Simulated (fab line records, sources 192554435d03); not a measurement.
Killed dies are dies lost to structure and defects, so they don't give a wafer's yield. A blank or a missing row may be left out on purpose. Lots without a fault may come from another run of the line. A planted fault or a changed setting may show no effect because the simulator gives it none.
Split-lot experiment | flow n5_finfet | 7 lots, 21 wafers read, on a route of 1938 steps

THE SPLIT
At N5_BEOL_M1_VIA_ETCH_34 (etches the open film in C4F6/O2, target depth 67.8 nm, time 64.4 s), the setting bias_w was moved away from the recipe's 170 W on 8 of the 21 wafers read, by -14.1% to +15.6%. The other wafers ran this setting at the recipe's value.

The reading is taken at the split's own step.

THE READING
rf_vpp_V, in V, at N5_BEOL_M1_VIA_ETCH_34 (etches the open film in C4F6/O2, target depth 67.8 nm, time 64.4 s). Fault-free wafers of this fab line usually give 662 V, standard deviation 9.1 V.

wafer  | tool, chamber at the split | bias_w as run, W | against the recipe | rf_vpp_V, V | against lot-mates on the recipe
L076.1 | rie_diel-01, 1             | 170              | recipe             | 672         | -
L076.4 | rie_diel-01, 3             | 153.3            | -9.8%              | 609         | -64
L076.6 | rie_diel-01, 1             | 170              | recipe             | 673         | -
L079.2 | rie_diel-01, 1             | 196.5            | +15.6%             | 755         | +95
L079.3 | rie_diel-01, 3             | 170              | recipe             | 660         | -
L079.6 | rie_diel-01, 2             | 170              | recipe             | 660         | -
L081.3 | rie_diel-06, 3             | 158              | -7.1%              | 627         | -46
L081.4 | rie_diel-06, 3             | 158              | -7.1%              | 628         | -45
L081.5 | rie_diel-06, 1             | 170              | recipe             | 673         | -
L083.1 | rie_diel-01, 3             | 170              | recipe             | 660         | -
L083.3 | rie_diel-01, 0             | 146              | -14.1%             | 595         | -65
L083.6 | rie_diel-01, 1             | 146              | -14.1%             | 595         | -65
L086.1 | rie_diel-01, 2             | 151.1            | -11.1%             | 601         | -70
L086.2 | rie_diel-01, 0             | 151.1            | -11.1%             | 610         | -61
L086.3 | rie_diel-01, 1             | 170              | recipe             | 671         | -
L088.4 | rie_diel-02, 0             | 170              | recipe             | 669         | -
L088.5 | rie_diel-02, 0             | 170              | recipe             | 670         | -
L088.6 | rie_diel-02, 3             | 170              | recipe             | 648         | -
L089.1 | rie_diel-02, 0             | 170              | recipe             | 667         | -
L089.2 | rie_diel-02, 3             | 170              | recipe             | 647         | -
L089.6 | rie_diel-02, 1             | 170              | recipe             | 645         | -

THE FIT
A straight line over all 21 wafers: rf_vpp_V changes by +5.28 V for each +1% of bias_w; r = +0.97; the points scatter about the line by 8.8 V.
The same after taking each lot's own level away (the mean of its wafers on the recipe; 21 wafers): +5.59 V for each +1%; r = +0.98; scatter 8.1 V.
On that fit, the largest move of bias_w shifts the reading by 87 V.
The lots' own levels span 653.0 to 673.0 V, that is 2.2 times the standard deviation above.
So the lot-to-lot level changes the slope little: the two slopes agree.
Check: with one of the wafers moved furthest among these (+15.6%) left out of the fit, the line predicts +82.1 V for it against its lot-mates. It came out at +95 V against them.
Tool readings at the split's step, against how far the setting was moved: rf_vpp_V r = +0.97.

OTHER SPLITS ON THESE WAFERS
These wafers also went through other splits before the reading. Each is held against what the fit with the lots' levels taken away leaves over:
other split on the same wafers | wafers away from the commonest value | r with rf_vpp_V (lot level and that fit taken away)
N5_BEOL_M0_ETCH_109 bias_w     | 4                                    | -0.17
N5_BEOL_M1_ETCH_70 time_s      | 4                                    | +0.05

THE FILE'S OWN FIT
rf_vpp_V changes by +5.71 V for each +1% of bias_w, r = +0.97.
